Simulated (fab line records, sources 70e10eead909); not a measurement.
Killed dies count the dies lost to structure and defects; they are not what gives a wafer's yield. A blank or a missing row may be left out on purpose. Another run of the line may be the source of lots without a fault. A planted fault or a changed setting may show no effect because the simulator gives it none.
Matching of chambers -- flow nand harc -- NHARC_P_M1_DEP_33 on pecvd-04: 3 sister chambers
The step deposits SiCN, target thk 30 nm. 3 wafers are shown with their chamber, then 10 later ones without.

== WAFERS PAIRED WITH THEIR CHAMBERS ==
wafer,chamber,heater power w (W)
L085.5,2,614
L091.2,0,477
L091.3,1,482

== WAFERS WITHOUT THEIR CHAMBER ==
wafer,heater power w (W)
L091.6,463
L094.1,500
L094.2,495
L094.4,677
L092.2,477
L092.3,507
L092.6,480
L095.2,493
L095.3,420
L095.4,424

== WHICH CHAMBER EACH ONE RAN IN ==
wafer,from the rows above,in truth
L091.6,can't be placed: 0 or 1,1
L094.1,can't be placed: 1 or 0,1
L094.2,can't be placed: 1 or 0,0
L094.4,2,2
L092.2,can't be placed: 0 or 1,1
L092.3,can't be placed: 1 or 0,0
L092.6,can't be placed: 1 or 0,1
L095.2,can't be placed: 1 or 0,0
L095.3,can't be placed: 0 or 1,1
L095.4,can't be placed: 0 or 1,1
Correctly placed: 1 of 10. Unplaceable from these rows: 9, with the true chamber sitting among the candidates in 9. 0 placed wrongly.
How it was worked out, from the rows above alone: a wafer's distance from a chamber is the root of the sum, over the readings, of the square of ((its reading less the chamber's mean) divided by the reading's scatter). If the next closest chamber is less than 2 further off than the closest, the wafer can't be placed; otherwise it belongs to the closest. A chamber's mean is the mean of its shown wafers. The scatter (one wafer shown for each chamber): square how far every hidden wafer sits from the nearest shown wafer, average those squares and take the square root.
